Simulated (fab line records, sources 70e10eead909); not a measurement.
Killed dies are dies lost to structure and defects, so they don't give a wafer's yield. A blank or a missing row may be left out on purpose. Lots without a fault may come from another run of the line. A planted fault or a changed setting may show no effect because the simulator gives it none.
A struck lot beside a sound one | flow nand_harc | 16 steps out of a route of 1159
Sound: wafers L651.1, L651.2, L651.4. Struck: wafers L646.2, L646.3, L646.4. The cause comes at the end.
At each step with rows: each side's tool, then ch and its chambers, then its first start. Under that, the readings that differ: sound wafers | struck wafers | difference of the means | sigmas: that difference in standard deviations of wafers without a fault.
alike: readings whose means differ by less than 2 such deviations, and words and numbers that are the same on both sides. not compared: withheld readings, readings that some wafer has no value for, bounds like >300 that may hide the same value, and numbers for which the record gives no deviation and whose values overlap.
The two part at a step that has a row with sigmas, a row that says differs or no value, or rows on one side only. Numbers that don't overlap but have no deviation are shown without sigmas and don't part them. A reading that every wafer of one side lacks parts them only if that side has two wafers or more.

NHARC_A_WL_FILL_INSPECT_15:
  sound on defect_inspect-01, day 21 18:34; struck on defect_inspect-02, day 21 11:00
  alike: raw_defect_count
NHARC_A_CONTACT_DEP_24: deposits SiO2, target thk 500 nm.
  sound on pecvd-04 ch 0,1, day 21 18:38; struck on pecvd-01 ch 0,1,2, day 21 11:04
  alike: heater_power_w, throttle_valve_pct
NHARC_A_CONTACT_DEP_28: deposits aC, target thk 3600 nm.
  sound on acl_dep-02 ch 0, day 21 19:16; struck on acl_dep-01 ch 0, day 21 13:45
  alike: throttle_valve_pct
NHARC_A_CONTACT_DEP_29: deposits SiON, target thk 70 nm.
  sound on pecvd-01 ch 1,2, day 21 21:28; struck on pecvd-04 ch 0,2, day 21 15:39
  alike: heater_power_w
then, 7 steps without rows for these wafers: NHARC_A_CONTACT_DEHYDRATE_32 (time 120 s); NHARC_A_CONTACT_HMDS_33 (time 30 s); NHARC_A_CONTACT_COAT_34 (time 75 s); NHARC_A_CONTACT_COAT_35 (time 65 s); NHARC_A_CONTACT_COAT_36 (resist thk 90 nm); NHARC_A_CONTACT_SOFTBAKE_37 (time 55 s); NHARC_A_CONTACT_EBR_38.
NHARC_A_CONTACT_EXPOSE_39: exposes mask A CC 3.
  sound on arfi_scanner-03 ch 0, day 21 22:03; struck on arfi_scanner-02 ch 0, day 21 16:05
  reading              | sound             | struck            | difference | sigmas
  exposure_dose_mJ_cm2 | 58.81 58.78 58.75 | 46.46 46.47 46.47 | -12.31     | -99 or more
  alike: mask
then, 2 steps without rows for these wafers: NHARC_A_CONTACT_PEB_40 (peb time 65 s); NHARC_A_CONTACT_DEVELOP_41 (develop time 35 s).
NHARC_A_CONTACT_CD_MEAS_42: target cd 200 nm.
  sound on cd_sem-03 ch 0, day 21 22:11; struck on cd_sem-03 ch 0, day 21 16:13
  reading    | sound             | struck            | difference | sigmas
  cd_nm (nm) | 200.6 201.1 200.7 | 190.6 190.7 190.5 | -10.2      | -25
NHARC_A_CONTACT_OVL_MEAS_43:
  sound on overlay-02, day 21 22:16; struck on overlay-01, day 21 16:19
  alike: overlay_x_nm, overlay_y_nm

WHERE THEY PART
First at NHARC_A_CONTACT_EXPOSE_39; last, within this record, at NHARC_A_CONTACT_CD_MEAS_42. Later steps at which nothing parts them and some readings are alike: NHARC_A_CONTACT_OVL_MEAS_43.

WHY: what the simulator had put in
Process parameter drift: arfi_scanner-02, from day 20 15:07 on, at NHARC_A_CONTACT_EXPOSE_39. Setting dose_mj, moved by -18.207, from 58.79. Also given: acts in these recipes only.
